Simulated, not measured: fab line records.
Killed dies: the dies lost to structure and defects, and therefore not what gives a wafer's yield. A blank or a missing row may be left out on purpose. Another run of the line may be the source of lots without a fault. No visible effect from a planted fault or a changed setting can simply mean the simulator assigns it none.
fab line records | flow n5-finfet
record lots=10 | wafers=30 | last-day=18
route steps=1938 shown SD_EPI_N@294 SD_EPI_P@306 SD_ACTIVATION@331 ILD0@345 BEOL_M4@1111
lots that met no fault: taken from a fault-free run of the same line
start-h: hours from the record's first day to the start of the lot's first wafer shown | wait-h: hours from the lot's prior step to this one | " as in the row above | L1.1+2: a single row standing in for several wafers | - either no value or no given start | * or withheld: withheld | < > ~ a bound
route shown NAME@n: a module of which the file shows steps, and the number in the route of the first | usual: mean/standard deviation of fault-free wafers | same: alike in all rows | chamber/n: place in a boat | sites: readings site by site | _std_site: the values' standard deviation | _edge_site: outer sites' mean less inner sites' | radius-mm: how far each site lies from the wafer's centre | mask NAME#n: copy n | behind: tool/chamber where the wafer was last shaped | hold: what put the lot on hold/how long, in hours/how the hold closed | device: whichever transistor did not switch (one of n, p or np) | end of line: tests run on the same wafers once the route is complete | a step given without rows: its recipe and nothing more | killed: count of dies lost to structure and defects at first sort (not the wafer's yield) | map: a wafer's dies, x killed, . not, _ none there
set.NAME: the run value of the setting; set.NAME@STEP: its run value at that earlier step | model.NAME: the simulator's own value behind a step, which no gauge read
one table for each step of the route and one row for each wafer, over a sample of lots
services: when a tool's chamber went out of use (start-h, in hours from the record's first day, below 0 if earlier), for how many hours, and the reason
## steps
# step N5_SD_EPI_N_INSPECT_26
# recipe inspect-instrument=darkfield | mode=post-epi
# usual raw-defect-count=209/49
lot.wafer | tool              | chamber | start-h | wait-h | raw-defect-count
L605.3    | defect-inspect-02 | -       | 58.68   | 0.1    | 291
L605.4    | "                 | -       | "       | "      | 150
L605.6    | "                 | -       | "       | "      | 247
L606.1    | defect-inspect-01 | -       | 65.38   | 0.1    | 184
L606.3    | "                 | -       | "       | "      | 213
L606.5    | "                 | -       | "       | "      | 130
L609.3    | defect-inspect-01 | -       | 82.46   | 0.1    | 205
L609.5    | "                 | -       | "       | "      | 139
L609.6    | "                 | -       | "       | "      | 154
L610.3    | defect-inspect-02 | -       | 90.25   | 0.2    | 261
L610.4    | "                 | -       | "       | "      | 208
L610.6    | "                 | -       | "       | "      | 213
L611.3    | defect-inspect-01 | -       | 93.71   | 0.1    | 245
L611.4    | "                 | -       | "       | "      | 211
L611.5    | "                 | -       | "       | "      | 266
L614.1    | defect-inspect-02 | -       | 117.41  | 0.1    | 276
L614.3    | "                 | -       | "       | "      | 318
L614.5    | "                 | -       | "       | "      | 244
L615.1    | defect-inspect-01 | -       | 125.36  | 0.1    | 273
L615.3    | "                 | -       | "       | "      | 218
L615.4    | "                 | -       | "       | "      | 303
L625.1    | defect-inspect-01 | -       | 180.27  | 0.1    | 182
L625.3    | "                 | -       | "       | "      | 216
L625.4    | "                 | -       | "       | "      | 216
L626.3    | defect-inspect-01 | -       | 185.31  | 0.1    | 191
L626.4    | "                 | -       | "       | "      | 139
L626.6    | "                 | -       | "       | "      | 162
L627.2    | defect-inspect-01 | -       | 198.32  | 0.1    | 159
L627.3    | "                 | -       | "       | "      | 175
L627.5    | "                 | -       | "       | "      | 161
# step N5_SD_EPI_P_DESCUM_14
# recipe chemistry=O2 | time-s=7.9 | source-power-w=50 | bias-power-w=20 | pressure-mtorr=20 | rf-frequency-hz=2.712e+07 | temp-c=40 | resist=CAR-ArF-block | o2-flow-sccm=225
# usual drypump-motor-current-A=5.5/0.4 | oes-product-au=0.79/0.086 | rf-vpp-V=242.8/1.4 | showerhead-plenum-p-Torr=2.07/0.069 | throttle-valve-pct=20.23/0.21
lot.wafer | tool        | chamber | start-h | wait-h | drypump-motor-current-A | oes-product-au | rf-hours-counter-h | rf-vpp-V | showerhead-plenum-p-Torr | throttle-valve-pct
L605.3    | rie-diel-04 | 2       | 59.16   | 0.0    | 6.2                     | 0.96           | 12                 | 245.2    | 2.14                     | 19.88
L605.4    | "           | 1       | "       | "      | 5.7                     | 0.79           | 107                | 239.7    | 1.94                     | 20.18
L605.6    | "           | 3       | "       | "      | 5.2                     | 0.72           | -                  | 242.0    | 2.00                     | 20.21
L606.1    | rie-diel-04 | 0       | 65.87   | 0.0    | 5.8                     | 0.70           | 210                | 242.3    | 2.06                     | 20.56
L606.3    | "           | 1       | "       | "      | 5.7                     | 0.80           | 109                | 241.6    | 1.94                     | 20.19
L606.5    | "           | 1       | "       | "      | 5.7                     | 0.79           | -                  | 239.7    | 1.94                     | 20.19
L609.3    | rie-diel-01 | 3       | 82.82   | 0.0    | 5.6                     | 0.79           | 120                | 244.4    | 2.18                     | 20.12
L609.5    | "           | 0       | "       | "      | 5.0                     | 0.69           | -                  | 242.4    | 2.07                     | 20.50
L609.6    | "           | 3       | "       | "      | 5.6                     | 0.80           | -                  | 245.3    | 2.18                     | 20.12
L610.3    | rie-diel-01 | 3       | 90.73   | 0.0    | 5.6                     | 0.79           | 122                | 244.8    | 2.18                     | 20.11
L610.4    | "           | 0       | "       | "      | 5.0                     | 0.69           | 234                | 243.3    | 2.07                     | 20.50
L610.6    | "           | 1       | "       | "      | 5.8                     | 0.88           | -                  | 242.2    | 2.04                     | 20.08
L611.3    | rie-diel-04 | 2       | 94.31   | 0.3    | 6.2                     | 0.93           | 23                 | 243.5    | 2.13                     | 19.90
L611.4    | "           | 1       | "       | "      | 5.7                     | 0.78           | -                  | 239.9    | 1.94                     | 20.19
L611.5    | "           | 3       | "       | "      | 5.1                     | 0.71           | -                  | 241.3    | 1.99                     | 20.21
L614.1    | rie-diel-01 | 3       | 118.11  | 0.2    | 5.6                     | 0.78           | 130                | 244.3    | 2.18                     | 20.12
L614.3    | "           | 1       | "       | "      | 5.7                     | 0.87           | 55                 | 243.5    | 2.04                     | 20.06
L614.5    | "           | 1       | "       | "      | 5.7                     | 0.88           | -                  | 243.3    | 2.04                     | 20.06
L615.1    | rie-diel-01 | 2       | 125.85  | 0.0    | 5.2                     | 0.78           | 115                | 242.0    | 2.03                     | 20.30
L615.3    | "           | 3       | "       | "      | 5.6                     | 0.77           | 133                | 244.5    | 2.18                     | 20.15
L615.4    | "           | 1       | "       | "      | 5.8                     | 0.87           | 57                 | 243.2    | 2.04                     | 20.06
L625.1    | rie-diel-04 | 1       | 180.76  | 0.0    | 5.7                     | 0.76           | 140                | 241.0    | 1.93                     | 20.24
L625.3    | "           | 0       | "       | "      | 5.8                     | 0.68           | 241                | 241.9    | 2.05                     | 20.62
L625.4    | "           | 2       | "       | "      | 6.2                     | 0.89           | 47                 | 244.6    | 2.13                     | 19.94
L626.3    | rie-diel-04 | 3       | 186.18  | 0.4    | 5.2                     | 0.69           | 207                | 240.3    | 1.98                     | 20.25
L626.4    | "           | 1       | "       | "      | 5.7                     | 0.77           | 141                | 241.8    | 1.93                     | 20.25
L626.6    | "           | 3       | "       | "      | 5.2                     | 0.68           | -                  | 240.5    | 1.98                     | 20.26
L627.2    | rie-diel-01 | 1       | 198.81  | 0.0    | 5.8                     | 0.86           | 78                 | 242.3    | 2.03                     | 20.10
L627.3    | "           | 2       | "       | "      | 5.2                     | 0.77           | 138                | 241.8    | 2.02                     | 20.35
L627.5    | "           | 1       | "       | "      | 5.8                     | 0.85           | -                  | 243.2    | 2.03                     | 20.09
# step N5_SD_ACTIVATION_LSA_01
# recipe temp-c=1080 | time-s=0.0008 | ambient=N2
# usual wafer_temp_C_max=1086.3/1.2
lot.wafer | tool            | chamber | start-h | wait-h | wafer_temp_C_max
L605.3    | laser-anneal-02 | 0       | 63.17   | 0.2    | 1087.9
L605.4    | "               | 0       | "       | "      | 1086.7
L605.6    | "               | 0       | "       | "      | 1088.6
L606.1    | laser-anneal-01 | 0       | 69.91   | 0.2    | 1085.6
L606.3    | "               | 0       | "       | "      | 1086.7
L606.5    | "               | 0       | "       | "      | 1086.7
L609.3    | laser-anneal-02 | 0       | 86.83   | 0.2    | 1087.5
L609.5    | "               | 0       | "       | "      | 1086.1
L609.6    | "               | 0       | "       | "      | 1085.1
L610.3    | laser-anneal-01 | 0       | 94.90   | 0.2    | 1086.6
L610.4    | "               | 0       | "       | "      | 1084.4
L610.6    | "               | 0       | "       | "      | 1085.3
L611.3    | laser-anneal-02 | 0       | 98.33   | 0.2    | 1085.4
L611.4    | "               | 0       | "       | "      | 1087.7
L611.5    | "               | 0       | "       | "      | 1088.0
L614.1    | laser-anneal-02 | 0       | 122.05  | 0.2    | 1106.8
L614.3    | "               | 0       | "       | "      | 1105.5
L614.5    | "               | 0       | "       | "      | 1106.3
L615.1    | laser-anneal-02 | 0       | 129.79  | 0.2    | 1106.9
L615.3    | "               | 0       | "       | "      | 1105.7
L615.4    | "               | 0       | "       | "      | 1106.3
L625.1    | laser-anneal-02 | 0       | 185.61  | 0.2    | 1085.8
L625.3    | "               | 0       | "       | "      | 1086.1
L625.4    | "               | 0       | "       | "      | 1088.1
L626.3    | laser-anneal-02 | 0       | 191.07  | 0.2    | 1084.9
L626.4    | "               | 0       | "       | "      | 1088.0
L626.6    | "               | 0       | "       | "      | 1086.7
L627.2    | laser-anneal-02 | 0       | 202.79  | 0.2    | 1088.0
L627.3    | "               | 0       | "       | "      | 1084.8
L627.5    | "               | 0       | "       | "      | 1085.3
# step N5_SD_ACTIVATION_RS_MEAS_03
# recipe thk-meas-gauge=four-point-probe
# usual RS_SD_N=21.94/0.28 | RS_SD_P=56.3/1.1
lot.wafer | tool          | chamber | start-h | wait-h | RS_SD_N[ohm/sq] | RS_SD_P[ohm/sq]
L605.3    | film-metro-01 | -       | 63.35   | 0.2    | 21.29           | 56.5
L605.4    | "             | -       | "       | "      | 21.55           | 57.1
L605.6    | "             | -       | "       | "      | 21.68           | 56.4
L606.1    | film-metro-02 | -       | 70.13   | 0.2    | 21.81           | 55.7
L606.3    | "             | -       | "       | "      | 21.54           | 56.7
L606.5    | "             | -       | "       | "      | 21.63           | 54.9
L609.3    | film-metro-02 | -       | 87.02   | 0.2    | 22.12           | 54.3
L609.5    | "             | -       | "       | "      | 22.61           | 55.2
L609.6    | "             | -       | "       | "      | 22.37           | 55.4
L610.3    | film-metro-02 | -       | 95.08   | 0.2    | 21.94           | 54.6
L610.4    | "             | -       | "       | "      | 21.82           | 55.5
L610.6    | "             | -       | "       | "      | 21.84           | 53.7
L611.3    | film-metro-01 | -       | 98.51   | 0.2    | 22.14           | 55.0
L611.4    | "             | -       | "       | "      | 21.96           | 54.4
L611.5    | "             | -       | "       | "      | 21.45           | 54.8
L614.1    | film-metro-01 | -       | 122.26  | 0.2    | 19.37           | 55.4
L614.3    | "             | -       | "       | "      | 19.33           | 55.8
L614.5    | "             | -       | "       | "      | 19.49           | 55.8
L615.1    | film-metro-02 | -       | 129.99  | 0.2    | 19.82           | 55.3
L615.3    | "             | -       | "       | "      | 19.97           | 54.9
L615.4    | "             | -       | "       | "      | 19.86           | 55.3
L625.1    | film-metro-01 | -       | 185.83  | 0.2    | 21.95           | 56.6
L625.3    | "             | -       | "       | "      | 22.53           | 56.0
L625.4    | "             | -       | "       | "      | 22.48           | 56.3
L626.3    | film-metro-02 | -       | 191.25  | 0.2    | 21.74           | 57.5
L626.4    | "             | -       | "       | "      | 22.16           | 57.2
L626.6    | "             | -       | "       | "      | 21.98           | 56.1
L627.2    | film-metro-01 | -       | 202.98  | 0.2    | 21.91           | 56.0
L627.3    | "             | -       | "       | "      | 22.42           | 56.4
L627.5    | "             | -       | "       | "      | 22.26           | 55.8
# step N5_ILD0_THK_MEAS_13
# usual thk-nm=17.4/1.3
lot.wafer | tool          | chamber | start-h | wait-h | thk-nm
L605.3    | film-metro-02 | -       | 69.88   | -      | 16.7
L605.4    | "             | -       | "       | "      | 16.9
L605.6    | "             | -       | "       | "      | 17.0
L606.1    | film-metro-01 | -       | 76.68   | -      | 17.2
L606.3    | "             | -       | "       | "      | 16.8
L606.5    | "             | -       | "       | "      | 18.0
L609.3    | film-metro-02 | -       | 94.24   | -      | 15.8
L609.5    | "             | -       | "       | "      | 16.1
L609.6    | "             | -       | "       | "      | 16.6
L610.3    | film-metro-02 | -       | 102.03  | -      | 17.9
L610.4    | "             | -       | "       | "      | 17.8
L610.6    | "             | -       | "       | "      | 16.5
L611.3    | film-metro-02 | -       | 105.34  | -      | 17.3
L611.4    | "             | -       | "       | "      | 16.9
L611.5    | "             | -       | "       | "      | 17.3
L614.1    | film-metro-02 | -       | 128.83  | -      | 19.0
L614.3    | "             | -       | "       | "      | 18.2
L614.5    | "             | -       | "       | "      | 20.4
L615.1    | film-metro-02 | -       | 136.82  | -      | 18.6
L615.3    | "             | -       | "       | "      | 18.0
L615.4    | "             | -       | "       | "      | 18.1
L625.1    | film-metro-02 | -       | 192.52  | -      | 17.8
L625.3    | "             | -       | "       | "      | 16.9
L625.4    | "             | -       | "       | "      | 17.5
L626.3    | film-metro-02 | -       | 197.77  | -      | 18.6
L626.4    | "             | -       | "       | "      | 17.3
L626.6    | "             | -       | "       | "      | 17.1
L627.2    | film-metro-01 | -       | 209.51  | -      | 16.1
L627.3    | "             | -       | "       | "      | 15.3
L627.5    | "             | -       | "       | "      | 15.7
# step N5_BEOL_M4_RC_MEAS_101
# usual DIBL_N=36.5/1.4 | DIBL_P=36.6/1.9 | IOFF_N=0.167/0.029 | IOFF_P=0.21/0.033 | ION_N=674/12 | ION_P=460/8.9 | RS_SD_N=28.4/0.41 | SS_N=71.6/0.57 | SS_P=73.4/0.61 | VT_N=249/3.3 | VT_P=-250/3.3
lot.wafer | tool      | chamber | start-h | wait-h | DIBL_N[mV/V] | DIBL_P[mV/V] | IOFF_N[nA/um] | IOFF_P[nA/um] | ION_N[uA/um] | ION_P[uA/um] | RS_SD_N[ohm/sq] | SS_N[mV/dec] | SS_P[mV/dec] | VT_N[mV] | VT_P[mV]
L605.3    | prober-01 | 0       | 164.05  | 0.9    | 34.9         | 35.9         | 0.152         | 0.17          | 682          | 454          | 27.9            | 71.5         | 73.3         | 250      | -254
L605.4    | "         | 0       | "       | "      | 34.5         | 35.7         | 0.133         | 0.18          | 660          | 449          | 28.2            | 71.4         | 73.7         | 251      | -253
L605.6    | "         | 0       | "       | "      | 37.4         | 37.8         | 0.186         | 0.20          | 670          | 453          | 28.1            | 72.5         | 73.2         | 244      | -253
L606.1    | prober-02 | 0       | 178.37  | 0.0    | 36.0         | 36.0         | 0.160         | 0.20          | 664          | 454          | 28.3            | 71.5         | 73.9         | 250      | -252
L606.3    | "         | 0       | "       | "      | 34.5         | 33.9         | 0.134         | 0.18          | 657          | 450          | 27.9            | 71.3         | 73.7         | 252      | -256
L606.5    | "         | 0       | "       | "      | 38.5         | 39.2         | 0.214         | 0.26          | 674          | 459          | 27.7            | 72.6         | 74.7         | 244      | -247
L609.3    | prober-01 | 0       | 196.11  | 0.3    | 35.8         | 34.7         | 0.145         | 0.19          | 660          | 451          | 28.7            | 71.2         | 73.5         | 249      | -251
L609.5    | "         | 0       | "       | "      | 35.5         | 34.8         | 0.150         | 0.20          | 681          | 465          | 29.1            | 71.0         | 73.2         | 250      | -249
L609.6    | "         | 0       | "       | "      | 37.0         | 36.7         | 0.172         | 0.23          | 667          | 460          | 28.8            | 70.9         | 73.8         | 248      | -248
L610.3    | prober-01 | 0       | 204.07  | 0.3    | 37.1         | 38.5         | 0.212         | 0.25          | 682          | 468          | 28.3            | 72.3         | 73.9         | 246      | -248
L610.4    | "         | 0       | "       | "      | 35.5         | 35.8         | 0.180         | 0.21          | 694          | 470          | 28.0            | 72.4         | 72.8         | 246      | -249
L610.6    | "         | 0       | "       | "      | 35.7         | 36.4         | 0.170         | 0.21          | 678          | 462          | 28.0            | 72.6         | 73.1         | 248      | -249
L611.3    | prober-01 | 0       | 210.55  | 0.3    | 36.1         | 36.2         | 0.176         | 0.26          | 697          | 483          | 28.5            | 71.6         | 73.3         | 245      | -244
L611.4    | "         | 0       | "       | "      | 34.1         | 34.4         | 0.137         | 0.23          | 680          | 475          | 28.2            | 70.8         | 73.2         | 249      | -244
L611.5    | "         | 0       | "       | "      | 37.8         | 38.3         | 0.221         | 0.30          | 711          | 487          | 27.8            | 72.2         | 74.0         | 242      | -242
L615.1    | prober-01 | 0       | 233.39  | 0.0    | 37.9         | 37.8         | 0.178         | 0.24          | 674          | 462          | 26.1            | 72.0         | 73.7         | 250      | -250
L615.3    | "         | 0       | "       | "      | 37.1         | 38.0         | 0.176         | 0.26          | 700          | 477          | 26.2            | 71.3         | 73.6         | 248      | -247
L615.4    | "         | 0       | "       | "      | 36.5         | 36.3         | 0.156         | 0.22          | 690          | 468          | 25.7            | 72.0         | 73.3         | 249      | -247
L625.1    | prober-02 | 0       | 295.18  | 0.0    | 34.0         | 34.6         | 0.139         | 0.20          | 679          | 465          | 28.6            | 71.0         | 72.8         | 250      | -249
L625.3    | "         | 0       | "       | "      | 36.4         | 37.1         | 0.179         | 0.24          | 669          | 466          | 29.3            | 72.0         | 73.6         | 247      | -243
L625.4    | "         | 0       | "       | "      | 36.2         | 37.3         | 0.174         | 0.25          | 674          | 467          | 29.4            | 71.8         | 73.0         | 248      | -245
L626.3    | prober-01 | 0       | 304.14  | 0.3    | 36.3         | 35.9         | 0.147         | 0.21          | 659          | 459          | 28.5            | 71.3         | 72.9         | 253      | -249
L626.4    | "         | 0       | "       | "      | 38.2         | 37.1         | 0.161         | 0.23          | 665          | 457          | 29.0            | 71.4         | 73.6         | 250      | -250
L626.6    | "         | 0       | "       | "      | 37.6         | 37.4         | 0.169         | 0.24          | 668          | 464          | 28.7            | 72.0         | 73.7         | 246      | -249
L627.2    | prober-01 | 0       | 308.71  | 0.2    | 35.2         | 34.8         | 0.133         | 0.19          | 649          | 452          | 28.9            | 72.1         | 72.1         | 252      | -252
L627.3    | "         | 0       | "       | "      | 35.4         | 35.0         | 0.141         | 0.20          | 670          | 462          | 29.3            | 71.4         | 72.8         | 250      | -251
L627.5    | "         | 0       | "       | "      | 36.6         | 36.5         | 0.165         | 0.21          | 663          | 447          | 28.9            | 72.4         | 71.9         | 249      | -251
## services
tool            | chamber | start-h | hours | kind
laser-anneal-01 | -       | 39.86   | 1.5   | repair
laser-anneal-02 | -       | 57.67   | 2.0   | pm
laser-anneal-02 | -       | 76.76   | 5.9   | pm
rie-diel-04     | 0       | 90.90   | 7.5   | repair
laser-anneal-01 | -       | 104.35  | 1.7   | pm
laser-anneal-01 | -       | 123.06  | 12.2  | pm
rie-diel-04     | 1       | 136.39  | 8.7   | repair
laser-anneal-01 | -       | 141.71  | 105.4 | repair
rie-diel-01     | 0       | 144.02  | -     | clean
rie-diel-01     | 0       | 144.02  | -     | consumable-replace:focus-ring
rie-diel-01     | 0       | 144.02  | 16.1  | scheduled-down
rie-diel-01     | 0       | 144.02  | 16.1  | vent-cycle
rie-diel-01     | 1       | 186.61  | 6.5   | repair
rie-diel-04     | 3       | 198.65  | 1.7   | repair
## key
first-sign step=N5_SD_ACTIVATION_LSA_01 | reading=wafer_temp_C_max | direction=up | sigmas=16 | usual=* | struck=*
effect step=N5_SD_ACTIVATION_RS_MEAS_03 | reading=RS_SD_N | direction=down | sigmas=8.3 | usual=21.94 | struck=19.64
effect step=N5_BEOL_M4_RC_MEAS_101 | reading=RS_SD_N | direction=down | sigmas=6 | usual=28.4 | struck=26.0
met-at N5_SD_ACTIVATION_LSA_01
struck-lots L614,L615
rows-end L614.1,L614.3,L614.5
not-acting-at N5_SD_EPI_N_INSPECT_26,N5_SD_EPI_P_DESCUM_14,N5_ILD0_THK_MEAS_13
onset-between 98.33 122.05
fault kind=process-parameter-drift | tool=laser-anneal-02 | chamber=- | onset-h=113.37 | steps=N5_SD_ACTIVATION_LSA_01 | channel=temp-c | offset=* | shape=step | end-h=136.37 | stated=*
# rows-end: these wafers met a further fault down the route, and their rows from its step on are left out
